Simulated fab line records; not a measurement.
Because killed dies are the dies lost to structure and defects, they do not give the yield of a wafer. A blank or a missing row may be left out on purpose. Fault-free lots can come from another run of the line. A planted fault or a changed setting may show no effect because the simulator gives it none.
fab line records	flow n5_finfet
[record] lots = 7	wafers = 21
route steps=1938 shown MOL_CONTACT_COAG@517 BEOL_M0@715 BEOL_M1@797 BEOL_M2@848 BEOL_M4@1047
start_h: hours from the record's first day to the start of the lot's first wafer shown	wait_h: hours elapsed since this lot's preceding step	" the same as in the row above	L1.1+2: a row that stands for several wafers	- either no value or no given start	* or withheld: withheld	< > ~ a bound
route shown NAME@n: names a module that has steps shown in the file, with the first one's number in the route	usual: mean/standard deviation of fault-free wafers	same: alike in all rows	chamber/n: place in a boat	sites: the reading at each site	_std_site: their standard deviation	_edge_site: mean of outer sites minus mean of inner sites	radius_mm: how far each site lies from the wafer's centre	mask NAME#n: copy n	behind: the last tool/chamber to shape the wafer	hold: cause of the lot's hold/its duration in hours/its outcome	device: transistor that didn't switch, given as n, p or np	end of line: at the end of the route, the tests of the same wafers	a step with no rows: only its recipe	killed: count of dies lost to structure and defects at first sort (not the wafer's yield)	map: shows each die of a wafer: x if killed, . if not, _ if none is there
set.NAME: setting as actually run; set.NAME@STEP: the setting as run at that earlier step	model.NAME: the simulator's own value behind a step, which no gauge read
lots run with intentionally changed settings; tables by step, rows by wafer
[[steps]]
[step N5_MOL_CONTACT_COAG_COAT_103]
[recipe] resist = SOC	temp_c = 250	time_s = 60	spin_rpm = 1500	resist_thk_nm = 80
lot.wafer	tool	chamber	start_h	wait_h	set.spin_rpm	model.SOC_of_MOL_CONTACT_COAG_COAT_103.thk_nm
L077.1	litho_track-01	0	113.75	0.0	1500	79.6
L077.2+4	"	0	"	"	1500	79.8
L078.2	litho_track-05	0	118.80	0.0	1620	77.2
L078.3	"	0	"	"	1500	80
L078.6	"	0	"	"	1500	80.2
L079.2	litho_track-05	0	122.26	0.0	1500	80
L079.3+4	"	0	"	"	1500	80.2
L087.1	litho_track-04	0	170.48	0.0	1500	80
L087.2+6	"	0	"	"	1500	80.2
L090.1+6	litho_track-04	0	196.03	0.0	1332	85
L090.5	"	0	"	"	1500	80
L092.1+5	litho_track-05	0	199.75	0.0	1412	82.4
L092.6	"	0	"	"	1500	80.2
L095.3	litho_track-04	0	213.51	0.0	1437	81.8
L095.4+5	"	0	"	"	1500	79.8
[step N5_MOL_CONTACT_COAG_COAT_104]
[recipe] resist = SiARC	temp_c = 220	time_s = 60	spin_rpm = 1500	resist_thk_nm = 12
[step N5_MOL_CONTACT_COAG_COAT_58]
[recipe] resist = underlayer	temp_c = 205	time_s = 60	spin_rpm = 1500	resist_thk_nm = 10
[step N5_MOL_CONTACT_COAG_ETCH_59]
[recipe] chemistry = N2/H2	target = underlayer	target_depth_a = 130	mask_material = CAR-EUV	time_s = 10.4	ion_energy_ev = 200	pressure_mtorr = 30	source_w = 840	bias_w = 150	n2_flow_sccm = 200	h2_flow_sccm = 200	ends = cleared
[step N5_MOL_CONTACT_COAG_ETCH_105]
[recipe] chemistry = CF4	target = SiARC	target_depth_a = 156	mask_material = CAR-EUV	time_s = 26	ion_energy_ev = 80	pressure_mtorr = 40	source_w = 545	bias_w = 36	Ar_flow_sccm = 100	cf4_flow_sccm = 100	ends = cleared
[step N5_MOL_CONTACT_COAG_ETCH_106]
[recipe] chemistry = N2/H2	target = SOC	target_depth_a = 800	overetch_a = 160	mask_material = SiARC	temp_c = 40	time_s = 120	ion_energy_ev = 200	pressure_mtorr = 30	source_w = 840	bias_w = 150	n2_flow_sccm = 200	h2_flow_sccm = 200
lot.wafer	tool	chamber	start_h	wait_h	set.spin_rpm@MOL_CONTACT_COAG_COAT_103	model.etch.depth_nm
L077.1	rie_diel-04	1	114.22	0.0	1500	79.68
L077.2	"	0	"	"	1500	79.86
L077.4	"	3	"	"	1500	79.74
L078.2	rie_diel-05	2	119.38	0.0	1620	77.22
L078.3	"	3	"	"	1500	80.09
L078.6	"	2	"	"	1500	80.24
L079.2	rie_diel-04	1	122.79	0.0	1500	80.06
L079.3	"	2	"	"	1500	80.23
L079.4	"	3	"	"	1500	80.16
L087.1	rie_diel-05	0	171.08	0.0	1500	80.07
L087.2	"	2	"	"	1500	80.1
L087.6	"	1	"	"	1500	80.12
L090.1	rie_diel-05	0	196.62	0.0	1332	84.94
L090.5	"	0	"	"	1500	80.05
L090.6	"	1	"	"	1332	84.91
L092.1	rie_diel-04	2	204.65	0.0	1412	82.38
L092.5	"	3	"	"	1412	82.32
L092.6	"	0	"	"	1500	80.22
L095.3	rie_diel-04	0	214.21	0.0	1437	81.79
L095.4	"	2	"	"	1500	79.85
L095.5	"	1	"	"	1500	79.86
[step N5_MOL_CONTACT_COAG_STRIP_107]
[recipe] chemistry = N2/H2	temp_c = 40	n2_flow_sccm = 200	h2_flow_sccm = 200	rf_frequency_hz = 6e+07
[step N5_MOL_CONTACT_COAG_STRIP_108]
[recipe] chemistry = N2/H2	temp_c = 40	n2_flow_sccm = 200	h2_flow_sccm = 200	rf_frequency_hz = 6e+07
[step N5_MOL_CONTACT_COAG_CONTACT_ETCH_14]
[recipe] chemistry = C4F6/O2	target = SiO2	target_depth_a = 275	overetch_a = 85	mask_material = SOC	pressure_mtorr = 30	source_w = 370	bias_w = 185	Ar_flow_sccm = 300	C4F6_flow_sccm = 16	O2_flow_sccm = 10	time_s = 20	ion_energy_ev = 259.6
lot.wafer	tool	chamber	start_h	wait_h	set.spin_rpm@MOL_CONTACT_COAG_COAT_103	model.SOC_of_MOL_CONTACT_COAG_COAT_103.thk_nm
L077.1+4	rie_diel-04	1,3	114.32	0.0	1500	78.2
L077.2	"	0	"	"	1500	78.4
L078.2	rie_diel-05	2	119.48	0.0	1620	75.8
L078.3	"	3	"	"	1500	78.6
L078.6	"	2	"	"	1500	78.8
L079.2+4	rie_diel-04	1,3	122.89	0.0	1500	78.6
L079.3	"	2	"	"	1500	78.8
L087.1+2+6	rie_diel-05	0,2,1	171.18	0.0	1500	78.6
L090.1	rie_diel-05	0	196.73	0.0	1332	83.6
L090.5	"	0	"	"	1500	78.6
L090.6	"	1	"	"	1332	83.4
L092.1+5	rie_diel-04	2,3	204.75	0.0	1412	80.8
L092.6	"	0	"	"	1500	78.6
L095.3	rie_diel-04	0	214.31	0.0	1437	80.2
L095.4+5	"	2,1	"	"	1500	78.4
[step N5_MOL_CONTACT_COAG_STRIP_109]
[recipe] chemistry = C4F6/O2	resist = SiARC	rf_frequency_hz = 6e+07
[step N5_MOL_CONTACT_COAG_ETCH_15]
[recipe] chemistry = CH3F/O2	target = SiNx	target_depth_a = 70	mask_material = SOC	stop_on = Si:P	over_etch_frac = 0.75	ion_energy_ev = 120	pressure_mtorr = 30	source_w = 395	bias_w = 73	Ar_flow_sccm = 150	CH3F_flow_sccm = 30	O2_flow_sccm = 20
lot.wafer	tool	chamber	start_h	wait_h	set.spin_rpm@MOL_CONTACT_COAG_COAT_103	model.SOC_of_MOL_CONTACT_COAG_COAT_103.thk_nm
L077.1	rie_diel-04	1	114.36	0.0	1500	74.8
L077.2+4	"	0,3	"	"	1500	75
L078.2	rie_diel-05	2	119.52	0.0	1620	72.6
L078.3	"	3	"	"	1500	75.4
L078.6	"	2	"	"	1500	75.6
L079.2	rie_diel-04	1	122.92	0.0	1500	75.2
L079.3+4	"	2,3	"	"	1500	75.4
L087.1+2	rie_diel-05	0,2	171.22	0.0	1500	75.4
L087.6	"	1	"	"	1500	75.2
L090.1	rie_diel-05	0	196.76	0.0	1332	80.2
L090.5	"	0	"	"	1500	75.4
L090.6	"	1	"	"	1332	80
L092.1	rie_diel-04	2	204.78	0.0	1412	77.4
L092.5	"	3	"	"	1412	77.6
L092.6	"	0	"	"	1500	75.2
L095.3	rie_diel-04	0	214.35	0.0	1437	76.8
L095.4+5	"	2,1	"	"	1500	75
[step N5_MOL_CONTACT_COAG_ETCH_110]
[recipe] chemistry = CF4/O2	target = Si	target_depth_a = 25	time_s = 8	pressure_mtorr = 100	source_w = 200	bias_w = 12	ion_energy_ev = 60	Ar_flow_sccm = 100	cf4_flow_sccm = 100	O2_flow_sccm = 10
lot.wafer	tool	chamber	start_h	wait_h	set.spin_rpm@MOL_CONTACT_COAG_COAT_103	model.SOC_of_MOL_CONTACT_COAG_COAT_103.thk_nm
L077.1+2+4	rie_diel-04	1,0,3	114.42	0.0	1500	73.4
L078.2	rie_diel-05	2	119.58	0.0	1620	71.2
L078.3	"	3	"	"	1500	74
L078.6	"	2	"	"	1500	74.2
L079.2+3+4	rie_diel-04	1,2,3	122.98	0.0	1500	73.8
L087.1+2	rie_diel-05	0,2	171.28	0.0	1500	74
L087.6	"	1	"	"	1500	73.6
L090.1	rie_diel-05	0	196.82	0.0	1332	78.8
L090.5	"	0	"	"	1500	74
L090.6	"	1	"	"	1332	78.4
L092.1	rie_diel-04	2	204.84	0.0	1412	75.8
L092.5	"	3	"	"	1412	76
L092.6	"	0	"	"	1500	73.8
L095.3	rie_diel-04	0	214.41	0.0	1437	75.4
L095.4	"	2	"	"	1500	73.4
L095.5	"	1	"	"	1500	73.6
[step N5_MOL_CONTACT_COAG_ALD_27]
[recipe] material = SiOC	target_thk_a = 170	temp_c = 400	ald_precursor_family = carbosiloxane	ald_co_reactant = H2-plasma	pulse_time_s = 1.5	time_s = 2720	purge_time_s = 2	co_reactant_purge_time_s = 2	ald_cycles = 340	pressure_torr = 2
lot.wafer	tool	chamber	start_h	wait_h	set.time_s	model.SiOC_of_MOL_CONTACT_COAG_ALD_27.thk_nm
L077.1+4	ald_sin-02	2,3	120.85	0.0	2720	17
L077.2	"	1	"	"	3228	17
L078.2	ald_sin-02	3	126.62	0.0	3145	17
L078.3+6	"	1,2	"	"	3145	16.8
L079.2	ald_sin-01	1	130.41	0.0	2720	16.8
L079.3	"	0	"	"	2130	13.4
L079.4	"	2	"	"	2130	13.2
L087.1+2+6	ald_sin-02	0,3,2	179.23	0.2	2720	17
L090.1+6	ald_sin-02	3	204.08	2.1	2136	13.4
L090.5	"	2	"	"	2720	17
L092.1	ald_sin-03	1	211.59	0.0	2941	17
L092.5	"	2	"	"	2720	16.8
L092.6	"	1	"	"	2941	16.8
L095.3	ald_sin-03	0	219.46	0.0	2720	17
L095.4	"	1	"	"	2720	17.2
L095.5	"	3	"	"	2382	14.8
[step N5_MOL_CONTACT_COAG_CVD_140]
[recipe] material = W	target_thk_a = 665	mode = selective_fill	temp_c = 300	time_s = 215
lot.wafer	tool	chamber	start_h	wait_h	set.target_thk_a	model.W_of_MOL_CONTACT_COAG_CVD_140.thk_nm
L077.1	cvd_w-01	0	126.12	0.1	620.1	62.4
L077.2	"	1	"	"	620.1	63.6
L077.4	"	1	"	"	620.1	63.4
L078.2	cvd_w-01	0	132.76	0.1	585	58
L078.3	"	1	"	"	665	67.6
L078.6	"	0	"	"	585	58.4
L079.2+3+4	cvd_w-02	0,1,0	136.02	0.1	700.6	70.2
L087.1	cvd_w-01	1	186.06	0.1	665	68.2
L087.2	"	0	"	"	665	67
L087.6	"	1	"	"	665	67.6
L090.1	cvd_w-02	1	212.06	0.1	732.8	73.8
L090.5	"	1	"	"	732.8	74.4
L090.6	"	0	"	"	665	66
L092.1	cvd_w-01	0	217.35	0.1	665	67.4
L092.5	"	1	"	"	697.7	71.8
L092.6	"	0	"	"	665	67.2
L095.3	cvd_w-01	0	224.85	0.1	639.4	63
L095.4	"	1	"	"	639.4	64.2
L095.5	"	1	"	"	665	67
[step N5_BEOL_M0_ETCH_138]
[recipe] chemistry = CH3F/O2	target_depth_a = 120	target = SiCN	time_s = 31.6	ion_energy_ev = 120	pressure_mtorr = 30	source_w = 395	bias_w = 75	Ar_flow_sccm = 150	CH3F_flow_sccm = 30	O2_flow_sccm = 20	ends = cleared
[usual] rf_vpp_V = 297.2/1.1
lot.wafer	tool	chamber	start_h	wait_h	set.source_w	rf_vpp_V
L077.1	rie_diel-04	3	138.37	0.0	452.3	285.0
L077.2	"	1	"	"	395	295.8
L077.4	"	0	"	"	395	297.8
L078.2	rie_diel-04	1	145.28	0.0	395	294.8
L078.3	"	2	"	"	415.3	291.2
L078.6	"	0	"	"	415.3	292.4
L079.2	rie_diel-05	3	147.96	0.0	395	298.4
L079.3	"	1	"	"	350.5	309.8
L079.4	"	0	"	"	395	296.1
L087.1	rie_diel-05	0	201.24	0.0	395	295.6
L087.2	"	3	"	"	395	297.4
L087.6	"	2	"	"	395	296.3
L090.1	rie_diel-05	2	225.97	0.0	332.4	315.4
L090.5	"	2	"	"	395	299.1
L090.6	"	1	"	"	395	298.5
L092.1	rie_diel-03	1	231.32	0.0	395	297.6
L092.5	"	3	"	"	448.7	285.9
L092.6	"	1	"	"	395	296.8
L095.3	rie_diel-04	0	239.67	0.0	395	298.5
L095.4	"	0	"	"	395	298.2
L095.5	"	1	"	"	395	296.5
[step N5_BEOL_M0_ETCH_109]
[recipe] chemistry = CH3F/O2	target_depth_a = 80	overetch_a = 24	target = SiCN	time_s = 27.4	ion_energy_ev = 120	pressure_mtorr = 30	source_w = 395	bias_w = 75	Ar_flow_sccm = 150	CH3F_flow_sccm = 30	O2_flow_sccm = 20
[usual] rf_vpp_V = 297.2/1.3
lot.wafer	tool	chamber	start_h	wait_h	set.bias_w	rf_vpp_V
L077.1	rie_diel-03	0	139.04	0.0	75	295.3
L077.2	"	2	"	"	75	300.1
L077.4	"	3	"	"	66.54	276.8
L078.2	rie_diel-05	2	146.94	0.0	75	298.5
L078.3	"	1	"	"	75	298.0
L078.6	"	3	"	"	75	297.6
L079.2	rie_diel-04	2	149.44	0.0	69.33	280.6
L079.3	"	1	"	"	69.33	282.7
L079.4	"	2	"	"	75	296.1
L087.1	rie_diel-03	3	204.16	0.3	75	296.7
L087.2	"	2	"	"	75	299.1
L087.6	"	2	"	"	75	297.1
L090.1	rie_diel-05	2	226.80	0.0	75	296.9
L090.5	"	2	"	"	75	297.1
L090.6	"	1	"	"	75	298.7
L092.1	rie_diel-05	3	232.15	0.1	67.36	277.1
L092.5	"	0	"	"	67.36	276.9
L092.6	"	1	"	"	75	299.7
L095.3	rie_diel-05	1	243.27	0.4	81.26	312.7
L095.4	"	3	"	"	81.26	311.8
L095.5	"	3	"	"	75	295.0
[step N5_BEOL_M1_VIA_ETCH_34]
[recipe] chemistry = C4F6/O2	target_depth_a = 678	mask_material = SOC	pressure_mtorr = 15	ion_energy_ev = 250	taper_deg = 4	time_s = 64.4	source_w = 350	bias_w = 170	Ar_flow_sccm = 300	C4F6_flow_sccm = 10	O2_flow_sccm = 10
[usual] rf_vpp_V = 667/13
lot.wafer	tool	chamber	start_h	wait_h	set.bias_w	rf_vpp_V
L077.1	rie_diel-01	0	146.00	0.0	145.1	592
L077.2	"	3	"	"	170	668
L077.4	"	2	"	"	170	679
L079.2	rie_diel-01	2	157.60	0.0	170	680
L079.3	"	0	"	"	170	670
L079.4	"	1	"	"	170	681
L078.2	rie_diel-01	0	161.05	0.0	142.6	586
L078.3	"	1	"	"	170	682
L078.6	"	3	"	"	170	667
L087.1	rie_diel-02	0	211.03	0.0	170	676
L087.2	"	3	"	"	170	642
L087.6	"	1	"	"	170	657
L090.1	rie_diel-02	3	233.79	0.0	141.6	553
L090.5	"	3	"	"	170	641
L090.6	"	2	"	"	170	688
L092.1	rie_diel-06	3	238.79	0.0	188.3	704
L092.5	"	1	"	"	188.3	718
L092.6	"	2	"	"	188.3	713
L095.3	rie_diel-01	3	251.29	0.0	156.7	627
L095.4	"	3	"	"	170	667
L095.5	"	2	"	"	156.7	636
[step N5_BEOL_M1_TRENCH_ETCH_37]
[recipe] chemistry = C4F6/O2	target_depth_a = 552.07	target = SiOC	time_s = 29	ion_energy_ev = 250	pressure_mtorr = 30	source_w = 355	bias_w = 185	Ar_flow_sccm = 300	C4F6_flow_sccm = 10	O2_flow_sccm = 10
[usual] rf_vpp_V = 667/13
lot.wafer	tool	chamber	start_h	wait_h	set.bias_w	rf_vpp_V
L077.1	rie_diel-01	0	-	-	158.1	594
L077.2	"	3	"	"	158.1	590
L077.4	"	2	"	"	185	680
L079.2	rie_diel-01	2	-	-	199.3	721
L079.3	"	0	"	"	199.3	713
L079.4	"	1	"	"	185	682
L078.2	rie_diel-01	0	-	-	194.2	699
L078.3	"	1	"	"	194.2	708
L078.6	"	3	"	"	185	668
L087.1	rie_diel-02	0	-	-	185	676
L087.2	"	3	"	"	185	642
L087.6	"	1	"	"	185	658
L090.1	rie_diel-02	3	-	-	217.7	729
L090.5	"	3	"	"	217.7	729
L090.6	"	2	"	"	185	688
L092.1	rie_diel-06	3	-	-	172.9	614
L092.5	"	1	"	"	172.9	629
L092.6	"	2	"	"	185	657
L095.3	rie_diel-01	3	-	-	152.4	572
L095.4	"	3	"	"	185	669
L095.5	"	2	"	"	185	680
[step N5_BEOL_M2_COAT_05]
[recipe] resist = CAR-EUV	spin_rpm = 1500	resist_thk_nm = 30
lot.wafer	tool	chamber	start_h	wait_h	set.spin_rpm	model.CAR-EUV_of_BEOL_M2_COAT_05.thk_nm
L077.1+2+4	litho_track-02	0	-	-	1406	31
L079.2	litho_track-02	0	-	-	1338	32
L079.3+4	"	0	"	"	1500	30.2
L078.2+3	litho_track-05	0	-	-	1500	30
L078.6	"	0	"	"	1500	30.2
L087.1+2+6	litho_track-03	0	-	-	1500	30
L090.1	litho_track-05	0	-	-	1650	28.8
L090.5	"	0	"	"	1500	30
L090.6	"	0	"	"	1650	28.6
L092.1	litho_track-05	0	-	-	1500	30.2
L092.5	"	0	"	"	1545	29.6
L092.6	"	0	"	"	1545	29.8
L095.3+5	litho_track-03	0	-	-	1500	30
L095.4	"	0	"	"	1625	28.8
[step N5_BEOL_M2_EBR_07]
[recipe] solvent = PGMEA	ebr_width_mm = 1.5
[step N5_BEOL_M2_SOFTBAKE_06]
[recipe] temp_c = 110	time_s = 60	resist = CAR-EUV
[step N5_BEOL_M2_EXPOSE_08]
[recipe] mask_id = M2	na = 0.33	source_shape = dipole	sigma_inner = 0.369	sigma_outer = 0.767	polarization = unpolarized	dose_mj = 41.25
[step N5_BEOL_M2_PEB_09]
[recipe] peb_temp_c = 100	peb_time_s = 60	resist = CAR-EUV
[step N5_BEOL_M2_DEVELOP_10]
[recipe] develop_time_s = 30	developer = TMAH	resist = CAR-EUV	rinse_liquid = surfactant_rinse	dry = air_spin	dev_temp_c = 23
lot.wafer	tool	chamber	start_h	wait_h	set.spin_rpm@BEOL_M2_COAT_05	model.CAR-EUV_of_BEOL_M2_COAT_05.thk_nm
L077.1	litho_track-02	0	-	-	1406	30.6
L077.2+4	"	0	"	"	1406	30.4
L079.2	litho_track-05	0	-	-	1338	31.6
L079.3	"	0	"	"	1500	29.6
L079.4	"	0	"	"	1500	29.8
L078.2+3+6	litho_track-03	0	-	-	1500	29.6
L087.1+6	litho_track-03	0	-	-	1500	29.4
L087.2	"	0	"	"	1500	29.6
L090.1	litho_track-03	0	-	-	1650	28.2
L090.5	"	0	"	"	1500	29.6
L090.6	"	0	"	"	1650	28
L092.1	litho_track-02	0	-	-	1500	29.8
L092.5	"	0	"	"	1545	29.2
L092.6	"	0	"	"	1545	29.4
L095.3+5	litho_track-05	0	-	-	1500	29.6
L095.4	"	0	"	"	1625	28.4
[step N5_BEOL_M2_ETCH_64]
[recipe] chemistry = N2/H2	target = SOC	target_depth_a = 750	overetch_a = 225	mask_material = SiARC	temp_c = 40	time_s = 121.9	ion_energy_ev = 200	pressure_mtorr = 30	source_w = 840	bias_w = 150	n2_flow_sccm = 200	h2_flow_sccm = 200
[usual] rf_vpp_V = 523.6/1.9
lot.wafer	tool	chamber	start_h	wait_h	set.source_w	rf_vpp_V
L077.1	rie_diel-04	2	152.28	0.0	938.9	502.3
L077.2	"	0	"	"	840	525.5
L077.4	"	2	"	"	840	523.8
L079.2	rie_diel-03	1	163.10	0.0	840	524.2
L079.3	"	3	"	"	840	526.8
L079.4	"	0	"	"	840	522.5
L078.2	rie_diel-05	3	166.80	0.0	840	523.7
L078.3	"	2	"	"	840	525.1
L078.6	"	0	"	"	883.9	511.6
L087.1	rie_diel-05	2	217.29	0.0	840	524.8
L087.2	"	0	"	"	840	520.6
L087.6	"	0	"	"	840	519.5
L090.1	rie_diel-04	0	239.92	0.0	982.2	497.1
L090.5	"	2	"	"	982.2	495.1
L090.6	"	1	"	"	840	521.8
L092.1	rie_diel-03	0	244.07	0.0	840	522.5
L092.5	"	1	"	"	840	523.8
L092.6	"	0	"	"	840	522.6
L095.3	rie_diel-05	0	261.62	0.0	990.2	491.2
L095.4	"	2	"	"	990.2	495.9
L095.5	"	3	"	"	840	524.1
[step N5_BEOL_M4_COAT_67]
[recipe] resist = SOC	temp_c = 250	time_s = 60	spin_rpm = 1500	resist_thk_nm = 60
lot.wafer	tool	chamber	start_h	wait_h	set.spin_rpm	model.SOC_of_BEOL_M4_COAT_67.thk_nm
L077.1	litho_track-04	0	173.64	0.0	1500	60
L077.2	"	0	"	"	1667	57
L077.4	"	0	"	"	1667	56.8
L079.2	litho_track-02	0	185.23	0.0	1426	61.4
L079.3	"	0	"	"	1426	61.6
L079.4	"	0	"	"	1500	60.2
L078.2+6	litho_track-04	0	188.97	0.0	1500	59.6
L078.3	"	0	"	"	1439	61
L087.1+6	litho_track-02	0	235.38	0.0	1500	60.4
L087.2	"	0	"	"	1500	60.2
L090.1	litho_track-03	0	264.60	0.0	1500	60
L090.5	"	0	"	"	1500	59.8
L090.6	"	0	"	"	1615	57.8
L092.1+6	litho_track-04	0	265.59	0.0	1500	60
L092.5	"	0	"	"	1567	58.6
L095.3+4	litho_track-02	0	281.13	0.0	1500	60.4
L095.5	"	0	"	"	1500	60.2
[[key]]
[split] step = N5_MOL_CONTACT_COAG_COAT_103	setting = spin_rpm	stated = 1500	by = wafer
[response] step = N5_MOL_CONTACT_COAG_COAT_103	reading = model.SOC_of_MOL_CONTACT_COAG_COAT_103.thk_nm	change = -0.416	per = 1%	r = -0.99
[response] step = N5_MOL_CONTACT_COAG_ETCH_106	reading = model.etch.depth_nm	change = -0.409	per = 1%	r = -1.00
[response] step = N5_MOL_CONTACT_COAG_CONTACT_ETCH_14	reading = model.SOC_of_MOL_CONTACT_COAG_COAT_103.thk_nm	change = -0.408	per = 1%	r = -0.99
[response] step = N5_MOL_CONTACT_COAG_ETCH_15	reading = model.SOC_of_MOL_CONTACT_COAG_COAT_103.thk_nm	change = -0.401	per = 1%	r = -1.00
[response] step = N5_MOL_CONTACT_COAG_ETCH_110	reading = model.SOC_of_MOL_CONTACT_COAG_COAT_103.thk_nm	change = -0.393	per = 1%	r = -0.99
[split] step = N5_MOL_CONTACT_COAG_ALD_27	setting = time_s	stated = 2720	by = wafer
[response] step = N5_MOL_CONTACT_COAG_ALD_27	reading = model.SiOC_of_MOL_CONTACT_COAG_ALD_27.thk_nm	shape = bent	at_lowest = 13.3	at_stated = 16.98	at_highest = 17
[split] step = N5_MOL_CONTACT_COAG_CVD_140	setting = target_thk_a	stated = 665	by = wafer
[response] step = N5_MOL_CONTACT_COAG_CVD_140	reading = model.W_of_MOL_CONTACT_COAG_CVD_140.thk_nm	change = +0.803	per = 1%	r = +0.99
[split] step = N5_BEOL_M0_ETCH_138	setting = source_w	stated = 395	by = wafer
[response] step = N5_BEOL_M0_ETCH_138	reading = rf_vpp_V	change = -0.931	per = 1%	r = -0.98
[split] step = N5_BEOL_M0_ETCH_109	setting = bias_w	stated = 75	by = wafer
[response] step = N5_BEOL_M0_ETCH_109	reading = rf_vpp_V	change = +2.01	per = 1%	r = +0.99
[split] step = N5_BEOL_M1_VIA_ETCH_34	setting = bias_w	stated = 170	by = wafer
[response] step = N5_BEOL_M1_VIA_ETCH_34	reading = rf_vpp_V	change = +5.87	per = 1%	r = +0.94
[split] step = N5_BEOL_M1_TRENCH_ETCH_37	setting = bias_w	stated = 185	by = wafer
[response] step = N5_BEOL_M1_TRENCH_ETCH_37	reading = rf_vpp_V	change = +4.66	per = 1%	r = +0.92
[split] step = N5_BEOL_M2_COAT_05	setting = spin_rpm	stated = 1500	by = wafer
[response] step = N5_BEOL_M2_COAT_05	reading = model.CAR-EUV_of_BEOL_M2_COAT_05.thk_nm	change = -0.149	per = 1%	r = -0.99
[response] step = N5_BEOL_M2_DEVELOP_10	reading = model.CAR-EUV_of_BEOL_M2_COAT_05.thk_nm	change = -0.159	per = 1%	r = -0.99
[split] step = N5_BEOL_M2_ETCH_64	setting = source_w	stated = 840	by = wafer
[response] step = N5_BEOL_M2_ETCH_64	reading = rf_vpp_V	change = -1.7	per = 1%	r = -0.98
[split] step = N5_BEOL_M4_COAT_67	setting = spin_rpm	stated = 1500	by = wafer
[response] step = N5_BEOL_M4_COAT_67	reading = model.SOC_of_BEOL_M4_COAT_67.thk_nm	change = -0.283	per = 1%	r = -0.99
